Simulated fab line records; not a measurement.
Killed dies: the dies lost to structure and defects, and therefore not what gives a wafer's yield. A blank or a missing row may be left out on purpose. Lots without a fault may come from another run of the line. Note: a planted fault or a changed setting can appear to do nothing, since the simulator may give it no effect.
Chamber matching | flow nand_harc | NHARC_P_M0_PRE_CLEAN_31 on pecvd-01: 3 sister chambers
The step time 12 s. 6 wafers are shown with their chamber, then 12 later ones without.

## EACH WAFER AND ITS CHAMBER
wafer  | chamber | heater_power_w (W)
L078.6 | 0       | 528
L080.1 | 0       | 581
L083.2 | 1       | 623
L083.6 | 1       | 614
L084.4 | 2       | 603
L084.6 | 2       | 583

## WAFERS WITHOUT THEIR CHAMBER
wafer  | heater_power_w (W)
L085.1 | 557
L085.2 | 576
L085.3 | 661
L087.1 | 633
L087.4 | 640
L087.6 | 520
L090.1 | 675
L090.3 | 573
L090.6 | 635
L096.1 | 635
L096.2 | 631
L096.6 | 608

## WHICH CHAMBER EACH ONE RAN IN
wafer  | from the rows above          | in truth
L085.1 | can't be placed: 0 or 2      | 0
L085.2 | can't be placed: 2 or 0 or 1 | 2
L085.3 | can't be placed: 1 or 2      | 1
L087.1 | can't be placed: 1 or 2      | 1
L087.4 | can't be placed: 1 or 2      | 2
L087.6 | can't be placed: 0 or 2      | 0
L090.1 | can't be placed: 1 or 2      | 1
L090.3 | can't be placed: 0 or 2 or 1 | 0
L090.6 | can't be placed: 1 or 2      | 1
L096.1 | can't be placed: 1 or 2      | 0
L096.2 | can't be placed: 1 or 2      | 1
L096.6 | can't be placed: 1 or 2 or 0 | 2
Correct placement for 0 of the 12. Cannot be placed on the basis of these rows: 12; the candidates contain the true chamber in 11. Number placed wrongly: 0.
How it was worked out, from the rows above alone: a wafer's distance from a chamber is the root of the sum, over the readings, of the square of ((its reading less the chamber's mean) divided by the reading's scatter). If the next closest chamber is less than 2 further off than the closest, the wafer can't be placed; otherwise it belongs to the closest. Each chamber's mean is taken over the wafers shown for it. How the scatter is found: for the shown wafers, subtract from each reading the mean of its chamber, square and add these, divide the total by (wafers less chambers), then take the root.
